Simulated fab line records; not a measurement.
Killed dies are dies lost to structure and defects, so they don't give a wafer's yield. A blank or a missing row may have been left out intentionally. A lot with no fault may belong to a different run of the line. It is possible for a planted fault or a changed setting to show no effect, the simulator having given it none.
Chamber matching || flow n5Finfet || rieDiel-04 running N5_HKMG_FIN_ETCH_54: 4 sister chambers
The step etches SiARC in CF4, target depth 45.5 nm, time 75.8 s. 14 wafers are shown with their chamber, then 7 later ones without.

EACH WAFER AND ITS CHAMBER
{"wafer": "L075.2", "chamber": 3, "showerheadPlenumPTorr (Torr)": 2.04, "throttleValvePct (%)": 15.47, "oesProductAu (a.u.)": 0.62}
{"wafer": "L075.4", "chamber": 2, "showerheadPlenumPTorr (Torr)": 2.06, "throttleValvePct (%)": 15.84, "oesProductAu (a.u.)": 0.62}
{"wafer": "L075.6", "chamber": 0, "showerheadPlenumPTorr (Torr)": 2.16, "throttleValvePct (%)": 15.91, "oesProductAu (a.u.)": 0.67}
{"wafer": "L084.1", "chamber": 0, "showerheadPlenumPTorr (Torr)": 2.15, "throttleValvePct (%)": 15.93, "oesProductAu (a.u.)": 0.65}
{"wafer": "L084.4", "chamber": 1, "showerheadPlenumPTorr (Torr)": 2.19, "throttleValvePct (%)": 15.63, "oesProductAu (a.u.)": 0.57}
{"wafer": "L084.6", "chamber": 3, "showerheadPlenumPTorr (Torr)": 2.03, "throttleValvePct (%)": 15.51, "oesProductAu (a.u.)": 0.59}
{"wafer": "L086.1", "chamber": 3, "showerheadPlenumPTorr (Torr)": 2.03, "throttleValvePct (%)": 15.52, "oesProductAu (a.u.)": 0.60}
{"wafer": "L086.5", "chamber": 1, "showerheadPlenumPTorr (Torr)": 2.19, "throttleValvePct (%)": 15.64, "oesProductAu (a.u.)": 0.56}
{"wafer": "L086.6", "chamber": 3, "showerheadPlenumPTorr (Torr)": 2.03, "throttleValvePct (%)": 15.53, "oesProductAu (a.u.)": 0.60}
{"wafer": "L087.1", "chamber": 1, "showerheadPlenumPTorr (Torr)": 2.19, "throttleValvePct (%)": 15.65, "oesProductAu (a.u.)": 0.55}
{"wafer": "L087.2", "chamber": 3, "showerheadPlenumPTorr (Torr)": 2.03, "throttleValvePct (%)": 15.51, "oesProductAu (a.u.)": 0.59}
{"wafer": "L087.5", "chamber": 3, "showerheadPlenumPTorr (Torr)": 2.03, "throttleValvePct (%)": 15.50, "oesProductAu (a.u.)": 0.60}
{"wafer": "L091.1", "chamber": 0, "showerheadPlenumPTorr (Torr)": 2.15, "throttleValvePct (%)": 15.98, "oesProductAu (a.u.)": 0.64}
{"wafer": "L091.2", "chamber": 2, "showerheadPlenumPTorr (Torr)": 2.06, "throttleValvePct (%)": 15.89, "oesProductAu (a.u.)": 0.61}

SIGNATURES (averages over the wafers above)
{"reading": "showerheadPlenumPTorr", "chamber 0": 2.1533, "chamber 1": 2.1900, "chamber 2": 2.0600, "chamber 3": 2.0317, "scatter within a chamber": 0.00387}
{"reading": "throttleValvePct", "chamber 0": 15.9400, "chamber 1": 15.6400, "chamber 2": 15.8650, "chamber 3": 15.5067, "scatter within a chamber": 0.0249}
{"reading": "oesProductAu", "chamber 0": 0.6533, "chamber 1": 0.5600, "chamber 2": 0.6150, "chamber 3": 0.6000, "scatter within a chamber": 0.0115}
Rule: distance of a wafer from a chamber = root of the sum over the readings of ((wafer's reading minus chamber's mean) / reading's scatter) squared. If the next closest chamber is less than 2 further off than the closest, the wafer can't be placed; otherwise it belongs to the closest. The scatter: take each reading less its chamber's mean, square it, sum over the shown wafers, divide by the number of wafers less the number of chambers, and take the root.

WAFERS MISSING THEIR CHAMBER
{"wafer": "L091.6", "showerheadPlenumPTorr (Torr)": 2.06, "throttleValvePct (%)": 15.88, "oesProductAu (a.u.)": 0.62}
{"wafer": "L096.2", "showerheadPlenumPTorr (Torr)": 2.14, "throttleValvePct (%)": 16.00, "oesProductAu (a.u.)": 0.64}
{"wafer": "L096.4", "showerheadPlenumPTorr (Torr)": 2.05, "throttleValvePct (%)": 15.91, "oesProductAu (a.u.)": 0.60}
{"wafer": "L096.5", "showerheadPlenumPTorr (Torr)": 2.18, "throttleValvePct (%)": 15.16, "oesProductAu (a.u.)": 0.77}
{"wafer": "L097.2", "showerheadPlenumPTorr (Torr)": 2.02, "throttleValvePct (%)": 15.55, "oesProductAu (a.u.)": 0.58}
{"wafer": "L097.3", "showerheadPlenumPTorr (Torr)": 2.18, "throttleValvePct (%)": 15.15, "oesProductAu (a.u.)": 0.78}
{"wafer": "L097.6", "showerheadPlenumPTorr (Torr)": 2.05, "throttleValvePct (%)": 15.92, "oesProductAu (a.u.)": 0.60}

EACH ONE'S CHAMBER
{"wafer": "L091.6", "from the rows above": 2, "in truth": 2}
{"wafer": "L096.2", "from the rows above": 0, "in truth": 0}
{"wafer": "L096.4", "from the rows above": 2, "in truth": 2}
{"wafer": "L096.5", "from the rows above": 1, "in truth": 1}
{"wafer": "L097.2", "from the rows above": 3, "in truth": 3}
{"wafer": "L097.3", "from the rows above": 1, "in truth": 1}
{"wafer": "L097.6", "from the rows above": 2, "in truth": 2}
Correctly placed: 7 of 7. Can't be placed from these rows: 0. Placed wrongly: 0.
